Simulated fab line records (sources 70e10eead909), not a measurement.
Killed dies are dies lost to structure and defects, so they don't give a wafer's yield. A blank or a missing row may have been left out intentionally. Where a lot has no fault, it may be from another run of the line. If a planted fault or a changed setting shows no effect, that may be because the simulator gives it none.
The tool behind it: which one? || flow nand_harc || at 1 step of a route of 1302, 6 lots with 18 wafers sampled

== WHAT THE GAUGES SHOWED, per wafer ==
NHARC_P_STI_CD_MEAS_09: the cd target is 200 nm.
{"lot": "L329", "measured": "day 3 05:21", "on": "cd_sem-02", "cd_nm (nm)": "202.0 200.2 200.4"}
{"lot": "L332", "measured": "day 4 12:43", "on": "cd_sem-02", "cd_nm (nm)": "198.1 197.1 196.8"}
{"lot": "L334", "measured": "day 5 06:43", "on": "cd_sem-02", "cd_nm (nm)": "201.7 196.4 197.8"}
{"lot": "L343", "measured": "day 9 00:31", "on": "cd_sem-01", "cd_nm (nm)": "199.8 200.3 199.7"}
{"lot": "L348", "measured": "day 11 07:37", "on": "cd_sem-02", "cd_nm (nm)": "197.7 199.1 196.9"}
{"lot": "L351", "measured": "day 12 09:14", "on": "cd_sem-03", "cd_nm (nm)": "202.8 201.0 203.9"}

== WHICH TOOL RAN EACH LOT (tool, then ch and the chambers of the sampled wafers, then the start) ==
The record holds no process step before these readings.

== THE ANSWER, worked out from the rows above alone ==
Rule: the lots themselves supply what counts as usual. The widest of any qualifying gaps counts: lots, ordered by their means at a reading, are off when they make up no more than a third of the lots, leave a main group of 4 or more, and stand apart from it by 3 or more times the standard deviation of that group's means. A main group whose means are all the same, to the digits that the tables above print for the reading, isn't used. Also off: a lot with no number at a reading for which 4 or more lots have one. All remaining lots with rows at the step are treated as sound.
No lot is off at any reading shown: from this, nothing can be told.

== WHAT THE SIMULATOR HAD INSERTED ==
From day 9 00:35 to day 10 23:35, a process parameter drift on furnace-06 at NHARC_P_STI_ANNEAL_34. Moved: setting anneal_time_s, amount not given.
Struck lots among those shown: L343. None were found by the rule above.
